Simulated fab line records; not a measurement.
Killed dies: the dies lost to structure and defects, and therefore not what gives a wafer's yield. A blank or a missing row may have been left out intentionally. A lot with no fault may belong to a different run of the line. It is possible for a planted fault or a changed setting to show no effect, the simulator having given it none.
Matching of chambers | flow n5 finfet | 4 sister chambers for N5_BEOL_M11_ALD_74 on ald metal-03
The step deposits TaN, target thk 2 nm, pulse time 2 s, purge time 3 s. 14 wafers are shown with their chamber, then 7 later ones without.

== WAFERS PAIRED WITH THEIR CHAMBERS ==
wafer  | chamber | heater power w (W) | susceptor temp C (C)
L074.1 | 3       | 437                | 275.04
L074.2 | 2       | 368                | 274.91
L074.3 | 0       | 432                | 275.05
L074.4 | 1       | 407                | 275.18
L074.5 | 1       | 400                | 275.12
L074.6 | 0       | 423                | 274.97
L079.1 | 1       | 398                | 275.27
L079.3 | 0       | 431                | 274.84
L079.6 | 2       | 372                | 274.85
L082.2 | 2       | 366                | 275.09
L082.4 | 1       | 398                | 274.97
L082.5 | 1       | 414                | 275.22
L088.1 | 1       | 410                | 275.10
L088.3 | 3       | 442                | 275.05

SIGNATURES (means of the wafers above)
reading          | chamber 0 | chamber 1 | chamber 2 | chamber 3 | scatter within a chamber
heater power w   | 428.67    | 404.50    | 368.67    | 439.50    | 5.58
susceptor temp C | 274.9533  | 275.1433  | 274.9500  | 275.0450  | 0.105
Rule: a wafer lies at a distance from a chamber equal to the root of the sum of squares, over the readings, of (its reading less the chamber's mean, divided by the reading's scatter). If the next closest chamber is less than 2 further off than the closest, the wafer can't be placed; otherwise it belongs to the closest. The scatter is the square root of a quotient: the sum, over the shown wafers, of each reading's squared deviation from its chamber's mean, divided by wafers minus chambers.

== WAFERS WITHOUT THEIR CHAMBER ==
wafer  | heater power w (W) | susceptor temp C (C)
L088.4 | 423                | 274.94
L096.1 | 419                | 275.17
L096.2 | 372                | 275.20
L096.3 | 399                | 275.02
L096.4 | 443                | 275.11
L096.5 | 447                | 274.97
L096.6 | 418                | 274.71

== THE CHAMBER EACH PASSED THROUGH ==
wafer  | from the rows above          | in truth
L088.4 | 0                            | 0
L096.1 | can't be placed: 1 or 0 or 3 | 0
L096.2 | 2                            | 2
L096.3 | 1                            | 1
L096.4 | 3                            | 3
L096.5 | can't be placed: 3 or 0      | 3
L096.6 | can't be placed: 0 or 1 or 3 | 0
Correct placement for 4 of the 7. Cannot be placed on the basis of these rows: 3; the candidates contain the true chamber in 3. Wrongly placed: 0.
